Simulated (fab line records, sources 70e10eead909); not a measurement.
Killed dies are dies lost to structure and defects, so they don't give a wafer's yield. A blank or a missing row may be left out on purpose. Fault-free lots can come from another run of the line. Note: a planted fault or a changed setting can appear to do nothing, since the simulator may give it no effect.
What tool caused it? + flow nandHarc + Sampling: 24 lots, 72 wafers, 5 of 1159 route steps

WHAT EACH GAUGE READ, for each wafer
NHARC_P_M2_CD_MEAS_16. Usual: cdNm reads 170.0 nm (standard deviation 0.76).
| lot  | measured     | on       | cdNm (nm)         | flag |
|------|--------------|----------|-------------------|------|
| L074 | day 6 14:23  | cdSem-03 | 171.3 169.5 169.3 |      |
| L075 | day 6 15:05  | cdSem-03 | 169.8 170.4 169.7 |      |
| L077 | day 6 17:40  | cdSem-03 | 167.8 169.6 169.6 |      |
| L076 | day 6 19:45  | cdSem-01 | 169.8 169.7 169.8 |      |
| L078 | day 7 05:28  | cdSem-03 | 169.9 171.1 169.8 |      |
| L079 | day 7 09:10  | cdSem-03 | 170.1 170.1 170.0 |      |
| L080 | day 7 21:49  | cdSem-03 | 170.7 169.4 169.1 |      |
| L081 | day 8 03:38  | cdSem-03 | 169.6 169.9 171.0 |      |
| L082 | day 8 03:41  | cdSem-02 | 168.8 169.6 168.2 |      |
| L083 | day 8 10:48  | cdSem-01 | 168.9 169.5 169.0 |      |
| L084 | day 8 11:59  | cdSem-01 | 169.4 169.2 169.5 |      |
| L086 | day 9 07:56  | cdSem-01 | 169.7 170.1 169.4 |      |
| L088 | day 9 08:17  | cdSem-01 | 169.6 169.2 168.8 |      |
| L085 | day 9 09:27  | cdSem-02 | 170.8 169.4 170.2 |      |
| L087 | day 9 15:58  | cdSem-03 | 170.0 169.8 169.2 |      |
| L089 | day 10 05:13 | cdSem-02 | 169.4 171.0 169.8 |      |
| L090 | day 10 08:13 | cdSem-01 | 170.5 171.3 170.3 |      |
| L091 | day 10 12:22 | cdSem-02 | 170.9 171.0 169.8 |      |
| L092 | day 10 15:10 | cdSem-02 | 171.4 170.4 170.5 |      |
| L093 | day 10 18:23 | cdSem-03 | 171.4 171.1 170.1 |      |
| L094 | day 11 03:29 | cdSem-03 | 170.3 171.4 169.9 |      |
| L095 | day 11 05:22 | cdSem-02 | 169.0 171.3 169.8 |      |
| L096 | day 11 13:17 | cdSem-01 | 170.5 170.8 170.8 |      |
| L097 | day 11 22:38 | cdSem-01 | 170.3 168.8 171.0 |      |

WHAT TOOL EACH LOT RAN ON (gives the tool, then ch and the chambers of the sampled wafers, and finally the start)
| lot  | NHARC_P_GATE_DESCUM_61            | NHARC_P_GATE_RTA_80             | NHARC_P_CONTACT_CMP_01        | NHARC_P_M1_PVD_21                      |
|------|-----------------------------------|---------------------------------|-------------------------------|----------------------------------------|
| L074 | rieDiel-09 ch 0,1, day 5 12:38    | rtpAnneal-01 ch 0, day 5 16:31  | cmp-01 ch 0,1,3, day 5 17:59  | pvdSputter-01, day 6 14:23 or earlier  |
| L075 | rieDiel-13 ch 1,3, day 5 14:21    | rtpAnneal-01 ch 0, day 5 18:22  | cmp-01 ch 0,2, day 5 20:01    | pvdSputter-02, day 6 15:05 or earlier  |
| L077 | rieDiel-06 ch 0,2,3, day 5 22:08  | rtpAnneal-01 ch 0, day 6 02:09  | cmp-03 ch 0,1,3, day 6 03:37  | pvdSputter-03, day 6 17:40 or earlier  |
| L076 | rieDiel-06 ch 0,1,2, day 6 00:48  | rtpAnneal-01 ch 0, day 6 04:37  | cmp-01 ch 1,2,3, day 6 06:03  | pvdSputter-02, day 6 19:45 or earlier  |
| L078 | rieDiel-06 ch 0,1,3, day 6 05:07  | rtpAnneal-02 ch 0, day 6 09:05  | cmp-03 ch 0,2,3, day 6 10:31  | pvdSputter-03, day 7 05:28 or earlier  |
| L079 | rieDiel-06 ch 0,1,3, day 6 14:04  | rtpAnneal-02 ch 0, day 6 18:04  | cmp-01 ch 0,1,2, day 6 19:32  | pvdSputter-01, day 7 09:10 or earlier  |
| L080 | rieDiel-13 ch 0,1,2, day 7 02:07  | rtpAnneal-02 ch 0, day 7 06:05  | cmp-03 ch 0,2,3, day 7 07:32  | pvdSputter-03, day 7 21:49 or earlier  |
| L081 | rieDiel-09 ch 0,1,3, day 7 05:48  | rtpAnneal-01 ch 0, day 7 09:40  | cmp-01 ch 0,1, day 7 11:03    | pvdSputter-02, day 8 03:38 or earlier  |
| L082 | rieDiel-09 ch 0,2,3, day 7 06:19  | rtpAnneal-02 ch 0, day 7 10:22  | cmp-01 ch 0,1,2, day 7 11:47  | pvdSputter-01, day 8 03:41 or earlier  |
| L083 | rieDiel-06 ch 0,1,3, day 7 14:08  | rtpAnneal-02 ch 0, day 7 18:34  | cmp-04 ch 0,1,3, day 7 20:05  | pvdSputter-01, day 8 10:48 or earlier  |
| L084 | rieDiel-06 ch 0,1,2, day 7 14:46  | rtpAnneal-01 ch 0, day 7 18:54  | cmp-04 ch 1,3, day 7 20:18    | pvdSputter-02, day 8 11:59 or earlier  |
| L086 | rieDiel-06 ch 0,1, day 8 11:46    | rtpAnneal-01 ch 0, day 8 15:48  | cmp-04 ch 1,3, day 8 17:14    | pvdSputter-01, day 9 07:56 or earlier  |
| L088 | rieDiel-06 ch 0,1, day 8 12:38    | rtpAnneal-01 ch 0, day 8 16:38  | cmp-03 ch 0,3, day 8 18:05    | pvdSputter-03, day 9 08:17 or earlier  |
| L085 | rieDiel-06 ch 0,1, day 8 12:55    | rtpAnneal-02 ch 0, day 8 17:29  | cmp-01 ch 0,1,3, day 8 18:55  | pvdSputter-03, day 9 09:27 or earlier  |
| L087 | rieDiel-06 ch 0,1,3, day 8 18:17  | rtpAnneal-01 ch 0, day 8 22:27  | cmp-04 ch 1,2,3, day 8 23:53  | pvdSputter-01, day 9 15:58 or earlier  |
| L089 | rieDiel-06 ch 1,3, day 9 02:45    | rtpAnneal-02 ch 0, day 9 06:46  | cmp-01 ch 0,1, day 9 08:26    | pvdSputter-03, day 10 05:13 or earlier |
| L090 | rieDiel-06 ch 1,2, day 9 03:05    | rtpAnneal-01 ch 0, day 9 07:21  | cmp-03 ch 1,3, day 9 08:44    | pvdSputter-01, day 10 08:13 or earlier |
| L091 | rieDiel-09 ch 1,3, day 9 15:04    | rtpAnneal-02 ch 0, day 9 18:53  | cmp-01 ch 1,2, day 9 20:19    | pvdSputter-01, day 10 12:22 or earlier |
| L092 | rieDiel-06 ch 0,1,3, day 9 20:10  | rtpAnneal-01 ch 0, day 9 23:59  | cmp-01 ch 0,1,2, day 10 01:29 | pvdSputter-01, day 10 15:10 or earlier |
| L093 | rieDiel-06 ch 1,2, day 9 22:13    | rtpAnneal-01 ch 0, day 10 02:20 | cmp-04 ch 0,1,3, day 10 03:47 | pvdSputter-02, day 10 18:23 or earlier |
| L094 | rieDiel-06 ch 1,2,3, day 10 08:08 | rtpAnneal-01 ch 0, day 10 12:11 | cmp-04 ch 1,2, day 10 13:34   | pvdSputter-02, day 11 03:29 or earlier |
| L095 | rieDiel-06 ch 1,2, day 10 08:45   | rtpAnneal-02 ch 0, day 10 12:45 | cmp-03 ch 0,2, day 10 14:13   | pvdSputter-03, day 11 05:22 or earlier |
| L096 | rieDiel-06 ch 0,2,3, day 10 18:28 | rtpAnneal-02 ch 0, day 10 22:18 | cmp-01 ch 0,1,3, day 10 23:50 | pvdSputter-02, day 11 13:17 or earlier |
| L097 | rieDiel-06 ch 1,2,3, day 11 01:04 | rtpAnneal-01 ch 0, day 11 05:10 | cmp-01 ch 1,2,3, day 11 06:35 | pvdSputter-01, day 11 22:38 or earlier |
- NHARC_P_GATE_DESCUM_61: chemistry O2, time 3 s.
- NHARC_P_GATE_RTA_80: time 30 s.
- NHARC_P_CONTACT_CMP_01: polishes SiO2, target thk 200 nm.
- NHARC_P_M1_PVD_21: deposits Cu, target thk 30 nm, time 20.49 s.

AS READ BY THE TOOLS THEMSELVES (means over the sampled wafers that have a number; for cases with no such wafer, the mark the record gives instead)
NHARC_P_GATE_DESCUM_61. Usual: drypumpMotorCurrentA 5.7 A, standard deviation 0.5; oesProductAu 1.002 a.u., standard deviation 0.012; rfVppV 58.1 V, standard deviation 0.88; showerheadPlenumPTorr 1.94 Torr, standard deviation 0.078; throttleValvePct 11.311 %, standard deviation 0.0087.
| lot  | tool       | drypumpMotorCurrentA (A) | oesProductAu (a.u.) | rfVppV (V) | showerheadPlenumPTorr (Torr) | throttleValvePct (%) | flag |
|------|------------|--------------------------|---------------------|------------|------------------------------|----------------------|------|
| L074 | rieDiel-09 | 5.7                      | 1.000               | 58.8       | 2.00                         | 11.316               |      |
| L075 | rieDiel-13 | 5.5                      | 1.010               | 58.2       | 2.00                         | 11.314               |      |
| L077 | rieDiel-06 | 5.6                      | 1.005               | 57.8       | 1.91                         | 11.309               |      |
| L076 | rieDiel-06 | 5.5                      | 1.004               | 57.8       | 1.95                         | 11.315               |      |
| L078 | rieDiel-06 | 5.7                      | 1.008               | 57.1       | 1.88                         | 11.308               |      |
| L079 | rieDiel-06 | 5.7                      | 1.006               | 58.2       | 1.88                         | 11.323               |      |
| L080 | rieDiel-13 | 6.1                      | 0.999               | 58.7       | 1.92                         | 11.305               |      |
| L081 | rieDiel-09 | 5.4                      | 0.997               | 58.6       | 1.99                         | 11.305               |      |
| L082 | rieDiel-09 | 5.4                      | 0.988               | 57.8       | 1.98                         | 11.316               |      |
| L083 | rieDiel-06 | 5.7                      | 1.006               | 57.9       | 1.88                         | 11.307               |      |
| L084 | rieDiel-06 | 5.6                      | 1.007               | 57.7       | 1.94                         | 11.309               |      |
| L086 | rieDiel-06 | 5.6                      | 0.996               | 57.7       | 1.92                         | 11.311               |      |
| L088 | rieDiel-06 | 5.3                      | 0.999               | 58.0       | 1.87                         | 11.313               |      |
| L085 | rieDiel-06 | 5.3                      | 1.009               | 58.3       | 1.87                         | 11.311               |      |
| L087 | rieDiel-06 | 5.8                      | 0.998               | 58.2       | 1.88                         | 11.321               |      |
| L089 | rieDiel-06 | 6.2                      | 0.991               | 58.2       | 1.89                         | 11.307               |      |
| L090 | rieDiel-06 | 5.8                      | 0.992               | 57.3       | 2.01                         | 11.307               |      |
| L091 | rieDiel-09 | 5.1                      | 0.991               | 58.3       | 1.96                         | 11.321               |      |
| L092 | rieDiel-06 | 5.7                      | 0.995               | 57.5       | 1.88                         | 11.297               |      |
| L093 | rieDiel-06 | 5.9                      | 1.002               | 58.7       | 2.01                         | 11.312               |      |
| L094 | rieDiel-06 | 6.1                      | 0.998               | 58.5       | 1.95                         | 11.316               |      |
| L095 | rieDiel-06 | 5.8                      | 1.007               | 58.1       | 2.01                         | 11.316               |      |
| L096 | rieDiel-06 | 5.7                      | 1.007               | 56.9       | 1.90                         | 11.309               |      |
| L097 | rieDiel-06 | 6.0                      | 1.005               | 58.5       | 1.95                         | 11.307               |      |

NHARC_P_GATE_RTA_80. Usual: wafer_temp_C_max reads 301.5 (standard deviation 0.41).
| lot  | tool         | wafer_temp_C_max | flag |
|------|--------------|------------------|------|
| L074 | rtpAnneal-01 | 301.5            |      |
| L075 | rtpAnneal-01 | 301.2            |      |
| L077 | rtpAnneal-01 | 301.2            |      |
| L076 | rtpAnneal-01 | 301.3            |      |
| L078 | rtpAnneal-02 | 302.0            |      |
| L079 | rtpAnneal-02 | 302.0            |      |
| L080 | rtpAnneal-02 | 302.1            |      |
| L081 | rtpAnneal-01 | 301.3            |      |
| L082 | rtpAnneal-02 | 301.8            |      |
| L083 | rtpAnneal-02 | 301.8            |      |
| L084 | rtpAnneal-01 | 301.1            |      |
| L086 | rtpAnneal-01 | 301.2            |      |
| L088 | rtpAnneal-01 | 301.4            |      |
| L085 | rtpAnneal-02 | 301.9            |      |
| L087 | rtpAnneal-01 | 301.3            |      |
| L089 | rtpAnneal-02 | 301.9            |      |
| L090 | rtpAnneal-01 | 301.2            |      |
| L091 | rtpAnneal-02 | 302.1            |      |
| L092 | rtpAnneal-01 | 301.4            |      |
| L093 | rtpAnneal-01 | 301.1            |      |
| L094 | rtpAnneal-01 | 301.2            |      |
| L095 | rtpAnneal-02 | 302.1            |      |
| L096 | rtpAnneal-02 | 301.8            |      |
| L097 | rtpAnneal-01 | 301.2            |      |

NHARC_P_CONTACT_CMP_01. Usual: motorCurrentA reads 12.0 A (standard deviation 0.84).
| lot  | tool   | motorCurrentA (A) | flag |
|------|--------|-------------------|------|
| L074 | cmp-01 | 12.1              |      |
| L075 | cmp-01 | 12.8              |      |
| L077 | cmp-03 | 11.4              |      |
| L076 | cmp-01 | 11.8              |      |
| L078 | cmp-03 | 12.0              |      |
| L079 | cmp-01 | 12.4              |      |
| L080 | cmp-03 | 11.5              |      |
| L081 | cmp-01 | 11.8              |      |
| L082 | cmp-01 | 12.0              |      |
| L083 | cmp-04 | 12.8              |      |
| L084 | cmp-04 | 12.4              |      |
| L086 | cmp-04 | 12.7              |      |
| L088 | cmp-03 | 10.8              |      |
| L085 | cmp-01 | 12.0              |      |
| L087 | cmp-04 | 12.1              |      |
| L089 | cmp-01 | 12.1              |      |
| L090 | cmp-03 | 12.2              |      |
| L091 | cmp-01 | 12.4              |      |
| L092 | cmp-01 | 12.4              |      |
| L093 | cmp-04 | 12.0              |      |
| L094 | cmp-04 | 11.5              |      |
| L095 | cmp-03 | 12.3              |      |
| L096 | cmp-01 | 11.5              |      |
| L097 | cmp-01 | 11.8              |      |

NHARC_P_M1_PVD_21. Usual: chamberPressurePa 5.000 Pa, standard deviation 0.01; throttleValvePct 29.8 %, standard deviation 0.96.
| lot  | tool          | chamberPressurePa (Pa) | throttleValvePct (%) | flag |
|------|---------------|------------------------|----------------------|------|
| L074 | pvdSputter-01 | 5.007                  | 30.5                 |      |
| L075 | pvdSputter-02 | 4.996                  | 29.9                 |      |
| L077 | pvdSputter-03 | 5.006                  | 29.6                 |      |
| L076 | pvdSputter-02 | 4.991                  | 30.1                 |      |
| L078 | pvdSputter-03 | 5.006                  | 29.6                 |      |
| L079 | pvdSputter-01 | 5.010                  | 29.9                 |      |
| L080 | pvdSputter-03 | 5.015                  | 29.5                 |      |
| L081 | pvdSputter-02 | 4.998                  | 31.0                 |      |
| L082 | pvdSputter-01 | 5.011                  | 29.8                 |      |
| L083 | pvdSputter-01 | 4.991                  | 29.2                 |      |
| L084 | pvdSputter-02 | 5.002                  | 30.0                 |      |
| L086 | pvdSputter-01 | 4.988                  | 29.2                 |      |
| L088 | pvdSputter-03 | 5.004                  | 29.9                 |      |
| L085 | pvdSputter-03 | 4.993                  | 29.6                 |      |
| L087 | pvdSputter-01 | 5.003                  | 29.5                 |      |
| L089 | pvdSputter-03 | 5.005                  | 29.6                 |      |
| L090 | pvdSputter-01 | 4.976                  | 29.5                 |      |
| L091 | pvdSputter-01 | 4.987                  | 29.4                 |      |
| L092 | pvdSputter-01 | 4.993                  | 29.5                 |      |
| L093 | pvdSputter-02 | 5.006                  | 30.0                 |      |
| L094 | pvdSputter-02 | 5.004                  | 29.3                 |      |
| L095 | pvdSputter-03 | 5.000                  | 29.9                 |      |
| L096 | pvdSputter-02 | 5.006                  | 29.8                 |      |
| L097 | pvdSputter-01 | 5.009                  | 28.8                 |      |

THE ANSWER, worked out from the rows above alone
Rule: lot off if the mean of its wafers having a number is beyond 3 standard deviations from the usual mean. Also off: a lot with no number at a reading for which 4 or more lots have one. Where the step has rows for the other lots, those lots are counted as sound. First the gauges in route order, then the tools' own readings, where a lot's mean is used as printed above. At the first step where some lot is off, the reading lying furthest off is the one used; lots without a number count as furthest.
No lot is off on any of the readings shown, so nothing can be concluded from this.

WHAT THE SIMULATOR HAD INSERTED
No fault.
